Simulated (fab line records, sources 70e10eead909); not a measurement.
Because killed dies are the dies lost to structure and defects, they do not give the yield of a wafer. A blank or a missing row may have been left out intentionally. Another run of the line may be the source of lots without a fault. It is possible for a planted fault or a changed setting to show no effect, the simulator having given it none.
fab line records	flow nandHarc
record lots=7	wafers=21	lastDay=32
route steps=1302 shown A_ONON_D1@432 A_CHANNEL_HOLE_D1@450 END@1302
lots with no fault: from the same line, run without faults
startH: hours from the record's opening day to when the first of the lot's shown wafers began	waitH: how many hours have passed since the lot's step before this one	" same as the row above	L1.1+2: one row covering several wafers at once	- no value, or no start was given	* or withheld: withheld	< > ~ a bound
route shown NAME@n: names a module that has steps shown in the file, with the first one's number in the route	usual: mean and standard deviation over wafers with no fault	same: alike in all rows	chamber/n: place in a boat	sites: each site's reading	_std_site: the standard deviation of these	_edge_site: outer sites' mean less inner sites'	radiusMm: for every site, how far away it sits from the centre of the wafer	mask NAME#n: copy n	behind: the last tool/chamber to shape the wafer	hold: why the lot went on hold/how many hours it stayed there/how the hold came to an end	device: transistor that didn't switch, given as n, p or np	end of line: at the end of the route, the tests of the same wafers	step lacking rows: just its recipe	killed: count of dies lost to structure and defects at first sort (not the wafer's yield)	map: shows each die of a wafer: x if killed, . if not, _ if none is there
set.NAME: the setting as run; set.NAME@STEP: as run at that earlier step	model.NAME: the simulator's own value behind a step, which no gauge read
certain route steps with their lots: each step a table, each wafer a row
services: when a tool's chamber went out of use (startH, in hours from the record's first day, below 0 if earlier), for how many hours, and the reason
## steps
# step NHARC_A_ONON_D1_DEP_12
# recipe targetThkA=10000	n2FlowSccm=2750	n2oFlowSccm=2000	nh3FlowSccm=500	sih4FlowSccm=210	tempC=400
# step NHARC_A_ONON_D1_THK_MEAS_14
# recipe thkMeasGauge=ellipsometry
# usual thkNm=1001/11
lot.wafer	tool	chamber	startH	waitH	thkNm
L116.1	filmMetro-01	-	186.25	-	1008
L116.2	"	-	"	"	1011
L116.6	"	-	"	"	1010
L118.1	filmMetro-02	-	208.43	-	1003
L118.4	"	-	"	"	1004
L118.6	"	-	"	"	1004
L121.1	filmMetro-02	-	250.93	-	993
L121.2	"	-	"	"	993
L121.3	"	-	"	"	994
L122.1	filmMetro-01	-	257.49	-	995
L122.3	"	-	"	"	996
L122.4	"	-	"	"	996
L123.1	filmMetro-02	-	272.23	-	981
L123.2	"	-	"	"	981
L123.3	"	-	"	"	982
L125.1	filmMetro-02	-	284.13	-	995
L125.3	"	-	"	"	994
L125.4	"	-	"	"	993
L131.3	filmMetro-01	-	342.71	-	1017
L131.4	"	-	"	"	1019
L131.6	"	-	"	"	1018
# step NHARC_A_ONON_D1_ANNEAL_15
# recipe tempC=750	timeS=3600
# step NHARC_A_ONON_D1_DEP_16
# recipe targetThkA=10000	n2FlowSccm=2750	n2oFlowSccm=2000	nh3FlowSccm=500	sih4FlowSccm=210	tempC=400
# step NHARC_A_ONON_D1_THK_MEAS_18
# recipe thkMeasGauge=ellipsometry
# usual thkNm=997/8.9
lot.wafer	tool	chamber	startH	waitH	thkNm
L116.1	filmMetro-01	-	195.81	-	999
L116.2	"	-	"	"	997
L116.6	"	-	"	"	999
L118.1	filmMetro-02	-	216.24	-	998
L118.4	"	-	"	"	997
L118.6	"	-	"	"	998
L121.1	filmMetro-02	-	259.83	-	999
L121.2	"	-	"	"	998
L121.3	"	-	"	"	996
L122.1	filmMetro-02	-	267.86	-	1013
L122.3	"	-	"	"	1013
L122.4	"	-	"	"	1014
L123.1	filmMetro-02	-	280.38	-	996
L123.2	"	-	"	"	998
L123.3	"	-	"	"	996
L125.1	filmMetro-01	-	292.89	-	1006
L125.3	"	-	"	"	1005
L125.4	"	-	"	"	1005
L131.3	filmMetro-01	-	350.47	-	977
L131.4	"	-	"	"	978
L131.6	"	-	"	"	977
# step NHARC_A_ONON_D1_DEP_19
# recipe targetThkA=10000	n2FlowSccm=2750	n2oFlowSccm=2000	nh3FlowSccm=500	sih4FlowSccm=210	tempC=400
# step NHARC_A_ONON_D1_THK_MEAS_21
# recipe thkMeasGauge=ellipsometry
# usual thkNm=998/12
lot.wafer	tool	chamber	startH	waitH	thkNm
L116.1	filmMetro-01	-	196.38	-	1017
L116.2	"	-	"	"	1016
L116.6	"	-	"	"	1016
L118.1	filmMetro-01	-	216.81	-	996
L118.4	"	-	"	"	994
L118.6	"	-	"	"	996
L121.1	filmMetro-02	-	260.40	-	997
L121.2	"	-	"	"	996
L121.3	"	-	"	"	997
L122.1	filmMetro-01	-	268.44	-	981
L122.3	"	-	"	"	983
L122.4	"	-	"	"	981
L123.1	filmMetro-01	-	280.94	-	998
L123.2	"	-	"	"	998
L123.3	"	-	"	"	999
L125.1	filmMetro-02	-	293.45	-	992
L125.3	"	-	"	"	992
L125.4	"	-	"	"	990
L131.3	filmMetro-02	-	351.03	-	990
L131.4	"	-	"	"	992
L131.6	"	-	"	"	990
# step NHARC_A_ONON_D1_DEP_22
# recipe targetThkA=10000	n2FlowSccm=2750	n2oFlowSccm=2000	nh3FlowSccm=500	sih4FlowSccm=210	tempC=400
# step NHARC_A_ONON_D1_THK_MEAS_24
# recipe thkMeasGauge=ellipsometry
# usual thkNm=999/11
lot.wafer	tool	chamber	startH	waitH	thkNm
L116.1	filmMetro-01	-	196.95	-	1003
L116.2	"	-	"	"	1005
L116.6	"	-	"	"	1005
L118.1	filmMetro-02	-	217.38	-	1003
L118.4	"	-	"	"	1005
L118.6	"	-	"	"	1004
L121.1	filmMetro-02	-	260.97	-	1000
L121.2	"	-	"	"	1001
L121.3	"	-	"	"	1002
L122.1	filmMetro-02	-	269.01	-	1002
L122.3	"	-	"	"	1000
L122.4	"	-	"	"	1001
L123.1	filmMetro-02	-	281.51	-	1001
L123.2	"	-	"	"	1003
L123.3	"	-	"	"	1001
L125.1	filmMetro-02	-	294.01	-	993
L125.3	"	-	"	"	993
L125.4	"	-	"	"	993
L131.3	filmMetro-02	-	351.60	-	1010
L131.4	"	-	"	"	1013
L131.6	"	-	"	"	1011
# step NHARC_A_ONON_D1_DEP_25
# recipe targetThkA=10000	n2FlowSccm=2750	n2oFlowSccm=2000	nh3FlowSccm=500	sih4FlowSccm=210	tempC=400
# step NHARC_A_ONON_D1_THK_MEAS_27
# recipe thkMeasGauge=ellipsometry
# usual thkNm=1001/9.8
lot.wafer	tool	chamber	startH	waitH	thkNm
L116.1	filmMetro-01	-	197.51	-	996
L116.2	"	-	"	"	996
L116.6	"	-	"	"	996
L118.1	filmMetro-02	-	217.95	-	1015
L118.4	"	-	"	"	1013
L118.6	"	-	"	"	1015
L121.1	filmMetro-02	-	261.53	-	1012
L121.2	"	-	"	"	1011
L121.3	"	-	"	"	1011
L122.1	filmMetro-02	-	269.58	-	1007
L122.3	"	-	"	"	1009
L122.4	"	-	"	"	1011
L123.1	filmMetro-01	-	282.08	-	1010
L123.2	"	-	"	"	1007
L123.3	"	-	"	"	1008
L125.1	filmMetro-01	-	294.57	-	992
L125.3	"	-	"	"	991
L125.4	"	-	"	"	990
L131.3	filmMetro-02	-	352.17	-	1012
L131.4	"	-	"	"	1010
L131.6	"	-	"	"	1012
# step NHARC_A_ONON_D1_DEP_28
# recipe targetThkA=10000	n2FlowSccm=2750	n2oFlowSccm=2000	nh3FlowSccm=500	sih4FlowSccm=210	tempC=400
lot.wafer	tool	chamber	startH	waitH
L116.1+2+6	pecvdOnon-04	0	197.57	0.1
L118.1+4+6	pecvdOnon-01	0	218.00	0.1
L121.1+2+3	pecvdOnon-01	0	261.58	0.1
L122.1+3+4	pecvdOnon-02	0	269.64	0.1
L123.1+2+3	pecvdOnon-01	0	282.13	0.1
L125.1+3+4	pecvdOnon-01	0	294.63	0.1
L131.3+4+6	pecvdOnon-02	0	352.34	0.2
# step NHARC_A_ONON_D1_THK_MEAS_30
# recipe thkMeasGauge=ellipsometry
# usual thkNm=999/10
lot.wafer	tool	chamber	startH	waitH	thkNm
L116.1	filmMetro-02	-	198.09	-	1002
L116.2	"	-	"	"	1003
L116.6	"	-	"	"	1000
L118.1	filmMetro-01	-	218.51	-	1008
L118.4	"	-	"	"	1011
L118.6	"	-	"	"	1010
L121.1	filmMetro-01	-	262.09	-	1000
L121.2	"	-	"	"	1000
L121.3	"	-	"	"	1000
L122.1	filmMetro-02	-	270.15	-	977
L122.3	"	-	"	"	977
L122.4	"	-	"	"	977
L123.1	filmMetro-01	-	282.64	-	1012
L123.2	"	-	"	"	1015
L123.3	"	-	"	"	1015
L125.1	filmMetro-02	-	295.14	-	1007
L125.3	"	-	"	"	1006
L125.4	"	-	"	"	1005
L131.3	filmMetro-01	-	352.74	-	998
L131.4	"	-	"	"	999
L131.6	"	-	"	"	1001
# step NHARC_A_ONON_D1_DEP_33
# recipe targetThkA=2000	tempC=400	pressureTorr=6.5	rfW=900	teosFlowSccm=161.4	flowSccm=2650	targetThkNm=200	gas=O2	material=SiO2
# usual heaterPowerW=566/100	mfcPrecursorSccm=161.4/0.53	throttleValvePct=16.1/0.64
lot.wafer	tool	chamber	startH	waitH	heaterPowerW	mfcPrecursorSccm	throttleValvePct
L116.2	pecvd-02	2	198.14	0.1	691	161.5	16.8
L116.1	"	1	"	"	511	162.0	16.9
L116.6	"	0	"	"	567	162.3	15.9
L118.1	pecvd-01	1	218.61	0.1	418	161.2	17.2
L118.6	"	1	"	"	442	162.2	17.2
L118.4	"	2	"	"	609	161.5	15.3
L121.2	pecvd-01	0	262.15	0.1	606	161.7	15.1
L121.1	"	1	"	"	454	160.8	17.3
L121.3	"	2	"	"	630	161.3	15.8
L122.1	pecvd-02	2	270.25	0.1	555	160.6	16.7
L122.3	"	0	"	"	524	161.8	15.9
L122.4	"	2	"	"	575	160.8	16.5
L123.3	pecvd-01	0	282.69	0.1	670	161.8	15.6
L123.1	"	1	"	"	389	161.7	17.2
L123.2	"	2	"	"	607	160.7	15.7
L125.1	pecvd-02	0	295.20	0.1	568	161.3	15.9
L125.3	"	1	"	"	527	161.9	16.4
L125.4	"	0	"	"	577	161.2	15.9
L131.3	pecvd-01	2	352.89	0.1	538	160.9	15.8
L131.4	"	1	"	"	394	161.4	16.7
L131.6	"	2	"	"	572	161.6	15.9
# step NHARC_A_ONON_D1_THK_MEAS_34
# recipe thkMeasGauge=ellipsometry
# usual thkNm=199.5/2.8
lot.wafer	tool	chamber	startH	waitH	thkNm
L116.1	filmMetro-02	-	198.55	-	198.3
L116.2	"	-	"	"	198.4
L116.6	"	-	"	"	200.0
L118.1	filmMetro-01	-	218.98	-	192.1
L118.4	"	-	"	"	199.6
L118.6	"	-	"	"	201.3
L121.1	filmMetro-02	-	262.57	-	196.2
L121.2	"	-	"	"	196.5
L121.3	"	-	"	"	199.1
L122.1	filmMetro-02	-	270.67	-	195.6
L122.3	"	-	"	"	193.6
L122.4	"	-	"	"	201.9
L123.1	filmMetro-02	-	283.11	-	199.2
L123.2	"	-	"	"	196.6
L123.3	"	-	"	"	197.5
L125.1	filmMetro-02	-	295.61	-	197.9
L125.3	"	-	"	"	195.2
L125.4	"	-	"	"	196.3
L131.3	filmMetro-01	-	353.21	-	199.0
L131.4	"	-	"	"	200.3
L131.6	"	-	"	"	199.0
# step NHARC_A_ONON_D1_INSPECT_32
# usual rawDefectCount=71/27
lot.wafer	tool	chamber	startH	waitH	hold	rawDefectCount
L116.1	defectInspect-02	-	198.62	0.0	-	34
L116.2	"	-	"	"	-	53
L116.6	"	-	"	"	-	61
L118.1	defectInspect-02	-	219.07	0.0	-	69
L118.4	"	-	"	"	-	55
L118.6	"	-	"	"	-	53
L121.1	defectInspect-02	-	262.65	0.0	awaitDispo/0.2h/release	680
L121.2	"	-	"	"	awaitDispo/0.2h/release	706
L121.3	"	-	"	"	awaitDispo/0.2h/release	752
L121.1	defectInspect-02	-	262.82	0.2	-	681
L121.2	"	-	"	"	-	704
L121.3	"	-	"	"	-	746
L122.1	defectInspect-02	-	270.75	0.0	-	66
L122.3	"	-	"	"	-	71
L122.4	"	-	"	"	-	85
L123.1	defectInspect-02	-	283.18	0.1	awaitDispo/0.2h/release	737
L123.2	"	-	"	"	awaitDispo/0.2h/release	696
L123.3	"	-	"	"	awaitDispo/0.2h/release	610
L123.1	defectInspect-02	-	283.35	0.2	-	737
L123.2	"	-	"	"	-	677
L123.3	"	-	"	"	-	592
L125.1	defectInspect-01	-	295.69	0.0	awaitDispo/0.2h/release	688
L125.3	"	-	"	"	awaitDispo/0.2h/release	702
L125.4	"	-	"	"	awaitDispo/0.2h/release	638
L125.1	defectInspect-01	-	295.86	0.2	-	688
L125.3	"	-	"	"	-	686
L125.4	"	-	"	"	-	640
L131.3	defectInspect-01	-	353.30	0.0	-	50
L131.4	"	-	"	"	-	80
L131.6	"	-	"	"	-	95
# step NHARC_A_CHANNEL_HOLE_D1_DEP_00
# recipe targetThkA=31000	tempC=400	material=aC
# usual throttleValvePct=35.000/0.0097
lot.wafer	tool	chamber	startH	waitH	hold	throttleValvePct
L116.1	aclDep-02	0	202.58	4.0	-	34.989
L116.2	"	0	"	"	-	34.997
L116.6	"	0	204.17	5.5	-	35.002
L118.1	aclDep-01	0	219.71	0.6	-	35.001
L118.4	"	0	"	"	-	34.985
L118.6	"	0	"	"	-	35.014
L121.1	aclDep-03	0	264.33	1.5	awaitDispo/1.4h/release	35.013
L121.2	"	0	"	"	awaitDispo/1.4h/release	35.006
L121.3	"	0	"	"	awaitDispo/1.4h/release	35.006
L122.1	aclDep-01	0	272.19	1.4	-	35.006
L122.3	"	0	"	"	-	34.996
L122.4	"	0	"	"	-	35.000
L123.1	aclDep-02	0	290.33	7.0	awaitDispo/6.9h/release	35.019
L123.2	"	0	"	"	awaitDispo/6.9h/release	35.001
L123.3	"	0	"	"	awaitDispo/6.9h/release	34.999
L125.1	aclDep-02	0	303.68	7.8	awaitDispo/7.0h/release	34.996
L125.3	"	0	"	"	awaitDispo/7.0h/release	35.011
L125.4	"	0	"	"	awaitDispo/7.0h/release	35.004
L131.3	aclDep-01	0	356.23	2.9	-	34.994
L131.4	"	0	"	"	-	35.008
L131.6	"	0	"	"	-	34.999
# step NHARC_A_CHANNEL_HOLE_D1_DEP_01
# recipe targetThkA=1400	targetThkNm=140	tempC=400	pressureTorr=3.5	flowSccm=200	rfW=350	material=SiON
# usual heaterPowerW=749/110
lot.wafer	tool	chamber	startH	waitH	heaterPowerW
L116.1	pecvd-03	2	204.51	1.6	707
L116.2	"	1	"	"	878
L116.6	"	1	"	"	738
L118.1	pecvd-02	2	221.72	1.7	810
L118.4	"	1	"	"	725
L118.6	"	2	"	"	800
L121.2	pecvd-02	1	266.24	1.3	579
L121.1	"	2	"	"	833
L121.3	"	0	"	"	742
L122.3	pecvd-02	1	274.31	1.2	666
L122.1	"	2	"	"	803
L122.4	"	1	"	"	714
L123.1	pecvd-02	1	292.24	1.6	572
L123.2	"	2	"	"	893
L123.3	"	0	"	"	652
L125.3	pecvd-03	2	305.65	1.0	712
L125.1	"	0	"	"	1027
L125.4	"	2	"	"	735
L131.3	pecvd-03	1	357.52	1.0	814
L131.6	"	1	"	"	824
L131.4	"	0	"	"	1068
# step NHARC_A_CHANNEL_HOLE_D1_DEHYDRATE_02
# recipe tempC=150	timeS=120
# step NHARC_A_CHANNEL_HOLE_D1_HMDS_03
# recipe timeS=30
# step NHARC_A_CHANNEL_HOLE_D1_COAT_36
# recipe tempC=260	timeS=75
# step NHARC_A_CHANNEL_HOLE_D1_COAT_37
# recipe tempC=225	timeS=65
# step NHARC_A_CHANNEL_HOLE_D1_COAT_04
# recipe spinRpm=1500	resistThkNm=90
# step NHARC_A_CHANNEL_HOLE_D1_SOFTBAKE_05
# recipe tempC=105	timeS=55
# step NHARC_A_CHANNEL_HOLE_D1_EBR_06
# step NHARC_A_CHANNEL_HOLE_D1_EXPOSE_07
# recipe na=1.35	targetCdNm=100	sigmaOuter=0.3	doseMj=59.65	maskId=HOLE_D1
# step NHARC_A_CHANNEL_HOLE_D1_PEB_08
# recipe pebTempC=100	pebTimeS=65
# step NHARC_A_CHANNEL_HOLE_D1_DEVELOP_09
# recipe developTimeS=35	devTempC=23
# step NHARC_A_CHANNEL_HOLE_D1_CD_MEAS_10
# recipe targetCdNm=100	landingEnergyEv=500
# usual cdNm=99.9/0.37
lot.wafer	tool	chamber	startH	waitH	cdNm
L116.1	cdSem-02	0	205.23	-	100.1
L116.2	"	0	"	"	100.2
L116.6	"	0	"	"	100.2
L118.1	cdSem-03	0	222.39	-	99.7
L118.4	"	0	"	"	100.1
L118.6	"	0	"	"	100.1
L121.1	cdSem-02	0	266.97	-	99.7
L121.2	"	0	"	"	99.6
L121.3	"	0	"	"	99.7
L122.1	cdSem-01	0	275.03	-	99.5
L122.3	"	0	"	"	99.4
L122.4	"	0	"	"	100.2
L123.1	cdSem-02	0	292.84	-	100.3
L123.2	"	0	"	"	100.4
L123.3	"	0	"	"	100.4
L125.1	cdSem-03	0	306.21	-	99.1
L125.3	"	0	"	"	99.9
L125.4	"	0	"	"	99.9
L131.3	cdSem-01	0	358.24	-	99.8
L131.4	"	0	"	"	100.0
L131.6	"	0	"	"	100.0
# step NHARC_A_CHANNEL_HOLE_D1_OVL_MEAS_11
# usual overlayXNm=-0.2/0.9	overlayYNm=-0.1/0.73
lot.wafer	tool	chamber	startH	waitH	overlayXNm	overlayYNm
L116.1	overlay-01	-	205.32	-	-0.6	0.2
L116.2	"	-	"	"	0.2	0.1
L116.6	"	-	"	"	0.2	0.1
L118.1	overlay-02	-	222.48	-	-1.1	0.0
L118.4	"	-	"	"	-0.9	-0.3
L118.6	"	-	"	"	-0.7	-0.3
L121.1	overlay-01	-	267.05	-	-0.2	0.2
L121.2	"	-	"	"	-0.5	0.7
L121.3	"	-	"	"	-0.8	0.2
L122.1	overlay-01	-	275.12	-	-0.6	-1.3
L122.3	"	-	"	"	-0.1	-0.5
L122.4	"	-	"	"	-0.3	-0.9
L123.1	overlay-02	-	292.93	-	-0.7	-0.3
L123.2	"	-	"	"	-0.4	-0.8
L123.3	"	-	"	"	-0.5	-1.2
L125.1	overlay-02	-	306.30	-	1.1	-0.5
L125.3	"	-	"	"	1.0	-0.5
L125.4	"	-	"	"	1.0	-0.4
L131.3	overlay-01	-	358.32	-	-0.8	-0.2
L131.4	"	-	"	"	-0.8	-0.7
L131.6	"	-	"	"	-1.1	-0.3
# step NHARC_END_SORT_01
# recipe tempC=25
# usual defectLimitedYield=90.7/2.6	killedAtArray=59/17	killedAtOther=0.7/0.9	killedAtPeriphery=3.6/2.3	killedDies=63/18	killedOpen=3.4/1.9	killedShort=2.6/1.7
# same grossDies=677
lot.wafer	tool	chamber	startH	waitH	defectLimitedYield[%]	killedAtArray	killedAtOther	killedAtPeriphery	killedDies	killedOpen	killedShort
L118.1	prober-01	0	598.16	2.5	89.4	69	1	2	72	2	1
L118.4	prober-01	0	600.56	3.4	87.0	82	3	3	88	8	5
L118.6	prober-01	0	602.16	4.0	88.6	74	1	2	77	2	3
L131.3	prober-01	0	753.80	3.1	93.1	45	0	2	47	1	1
L131.4	prober-01	0	754.60	3.4	92.2	46	2	5	53	2	5
L131.6	prober-01	0	756.19	4.0	91.4	55	1	2	58	2	8
# killed by level:class
L118.1 A_CHANNEL_HOLE_D1:chamberFilmFlake=33 A_SLIT:chamberFilmFlake=21 A_CHANNEL_HOLE_D2:chamberFilmFlake=9 A_CHANNEL_FILL_D1:chamberFilmFlake=2 A_STAIRCASE:chamberFilmFlake=2 P_M0:geometricParticle:short=1 P_M1:geometricParticle:open=1 A_ONON_D2:geometricParticle:open=1
L118.4 A_CHANNEL_HOLE_D1:chamberFilmFlake=29 A_SLIT:chamberFilmFlake=23 A_CHANNEL_HOLE_D2:chamberFilmFlake=10 A_STAIRCASE:chamberFilmFlake=4 THIN_TSV:chamberFilmFlake=3 A_ONON_D2:geometricParticle:short=2 A_CHANNEL_FILL_D2:geometricParticle:open=2 A_SGD_CUT:geometricParticle:short=2
L118.6 A_CHANNEL_HOLE_D1:chamberFilmFlake=32 A_SLIT:chamberFilmFlake=24 A_CHANNEL_HOLE_D2:chamberFilmFlake=5 A_STAIRCASE:chamberFilmFlake=5 P_CONTACT:geometricParticle:short=1 P_M0:geometricParticle:open=1 A_CHANNEL_HOLE_D1:geometricParticle:short=1 A_CHANNEL_FILL_D2:geometricParticle:short=1
L131.3 A_CHANNEL_HOLE_D1:chamberFilmFlake=28 A_SLIT:chamberFilmFlake=8 A_CONTACT:chamberFilmFlake=4 P_ZERO_WELL:chamberFilmFlake=2 A_CHANNEL_HOLE_D1:geometricParticle:short=1 A_M1:geometricParticle:open=1 A_ZERO_WELL:chamberFilmFlake=1 A_CHANNEL_FILL_D1:chamberFilmFlake=1
L131.4 A_CHANNEL_HOLE_D1:chamberFilmFlake=30 A_SLIT:chamberFilmFlake=5 A_DECK1_JOINT:chamberFilmFlake=3 A_STAIRCASE:chamberFilmFlake=3 THIN_TSV:chamberFilmFlake=2 P_CONTACT:geometricParticle:open=1 P_M0:geometricParticle:open=1 P_M0:geometricParticle:short=1
L131.6 A_CHANNEL_HOLE_D1:chamberFilmFlake=32 A_SLIT:chamberFilmFlake=7 A_CONTACT:chamberFilmFlake=5 A_WL_FILL:geometricParticle:short=3 A_ONON_D2:geometricParticle:short=2 A_STAIRCASE:chamberFilmFlake=2 P_GATE:geometricParticle:short=1 A_ONON_D1:geometricParticle:open=1
## services
tool	chamber	startH	hours	kind
pecvdOnon-02	-	185.00	13.0	pm
pecvd-03	-	185.29	13.0	pm
pecvd-03	0	185.29	13.0	ventCycle
aclDep-01	-	186.92	13.0	pm
pecvd-02	-	228.48	13.0	pm
pecvd-02	0	228.48	13.0	ventCycle
pecvd-02	1	228.48	13.0	ventCycle
pecvd-02	2	228.48	13.0	ventCycle
pecvd-02	0	241.48	-	clean
pecvd-02	1	241.48	-	clean
pecvd-02	2	241.48	-	clean
aclDep-02	-	247.23	13.0	pm
pecvd-03	2	264.84	10.5	repair
pecvdOnon-01	-	269.00	13.0	pm
aclDep-03	-	302.94	13.0	pm
pecvdOnon-04	-	304.04	0.3	repair
pecvdOnon-04	-	311.10	13.0	pm
pecvd-01	-	311.21	13.0	pm
pecvd-01	0	311.21	13.0	ventCycle
pecvd-01	1	311.21	13.0	ventCycle
pecvd-01	2	311.21	13.0	ventCycle
pecvd-01	0	324.21	-	clean
pecvd-01	1	324.21	-	clean
pecvd-01	2	324.21	-	clean
## key
firstSign step=NHARC_A_ONON_D1_INSPECT_32	reading=visit	direction=added
effect step=NHARC_A_ONON_D1_INSPECT_32	reading=rawDefectCount	direction=up	sigmas=23	usual=71	struck=690
metAt NHARC_A_ONON_D1_DEP_28
struckWafers L121.1,L121.2,L121.3,L123.1,L123.2,L123.3,L125.1,L125.3,L125.4
scrappedBehind NHARC_A_CHANNEL_HOLE_D1_INSPECT_12 L121.1,L121.2,L121.3,L123.1,L123.2,L123.3,L125.1,L125.3,L125.4
onsetBetween 218.00 261.58
fault kind=chamberParticleSource	tool=pecvdOnon-01	chamber=-	onsetH=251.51	steps=NHARC_A_ONON_D1_DEP_28	ratePerVisitCm2=0.95231	endH=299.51
